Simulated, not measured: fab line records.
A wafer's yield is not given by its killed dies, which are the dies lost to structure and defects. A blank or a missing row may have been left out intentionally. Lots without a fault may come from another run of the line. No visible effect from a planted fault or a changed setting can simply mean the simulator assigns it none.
The same fault as seen by 2 desks + flow n5 finfet + each desk has only its own numbers; what lay behind them comes last

## THE METROLOGY DESK
Means of the sampled wafers that have a number, per lot and without regard to the tool the lot ran on: this is what the gauges read. The brackets show how far a lot's mean lies from the usual mean; more than 4 standard deviations puts the lot out of limits, marked OUT. Of its 10 readings 7 are shown: those that lie furthest out on some lot.
Columns: A = DIBL_P at N5_BEOL_M4_RC_MEAS_101, usual 36.5 mV/V; B = IOFF_N at N5_BEOL_M4_RC_MEAS_101, usual 0.16 nA/um; C = IOFF_P at N5_BEOL_M4_RC_MEAS_101, usual 0.22 nA/um; D = ION_N at N5_BEOL_M4_RC_MEAS_101, usual 677 uA/um; E = ION_P at N5_BEOL_M4_RC_MEAS_101, usual 466 uA/um; F = VT_N at N5_BEOL_M4_RC_MEAS_101, usual 249 mV; G = VT_P at N5_BEOL_M4_RC_MEAS_101, usual -248.9 mV
| lot  | first seen here | A    | B    | C    | D   | E   | F   | G      |
|------|-----------------|------|------|------|-----|-----|-----|--------|
| L519 | day 8 18:53     | 38.3 | 0.19 | 0.27 | 687 | 473 | 247 | -247.0 |
| L533 | day 12 03:12    | 38.2 | 0.18 | 0.27 | 682 | 477 | 250 | -246.6 |
| L534 | day 12 14:17    | 37.0 | 0.17 | 0.23 | 682 | 466 | 248 | -246.9 |
| L536 | day 12 17:48    | 36.3 | 0.18 | 0.24 | 683 | 473 | 248 | -246.9 |
| L538 | day 12 20:19    | 34.3 | 0.12 | 0.17 | 657 | 455 | 253 | -253.5 |
This desk's finding: nothing out of limits on any of the 5 lots.

## AT THE TOOL OWNER'S DESK: pecvd-01
The tool's own readings at N5_SDB_HM_DEP_00 (deposits SiNx from SiH4/NH3/N2, target thk 40 nm, time 35.3 s): means of the sampled wafers that have a number, for each lot that ran on this tool. The brackets show how far a lot's mean lies from the usual mean; more than 4 standard deviations puts the lot out of limits, marked OUT.
Columns: A = heater power w at N5_SDB_HM_DEP_00, usual 774 W; B = showerhead plenum p Torr at N5_SDB_HM_DEP_00, usual 5.19 Torr; C = throttle valve pct at N5_SDB_HM_DEP_00, usual 39.6 %
| lot  | first seen here | A   | B    | C    |
|------|-----------------|-----|------|------|
| L519 | day 3 18:38     | 703 | 5.23 | 43.6 |
| L533 | day 7 07:30     | 762 | 5.21 | 41.1 |
| L534 | day 7 13:17     | 673 | 5.21 | 39.6 |
| L536 | day 8 01:35     | 783 | 5.21 | 38.1 |
This desk's finding: nothing out of limits on any of the 4 lots.

## ALL TOGETHER
Metrology desk: nothing out of limits seen.
Nothing out of limits was seen by the tool owner's desk.

## WHAT WAS PUT IN BY THE SIMULATOR
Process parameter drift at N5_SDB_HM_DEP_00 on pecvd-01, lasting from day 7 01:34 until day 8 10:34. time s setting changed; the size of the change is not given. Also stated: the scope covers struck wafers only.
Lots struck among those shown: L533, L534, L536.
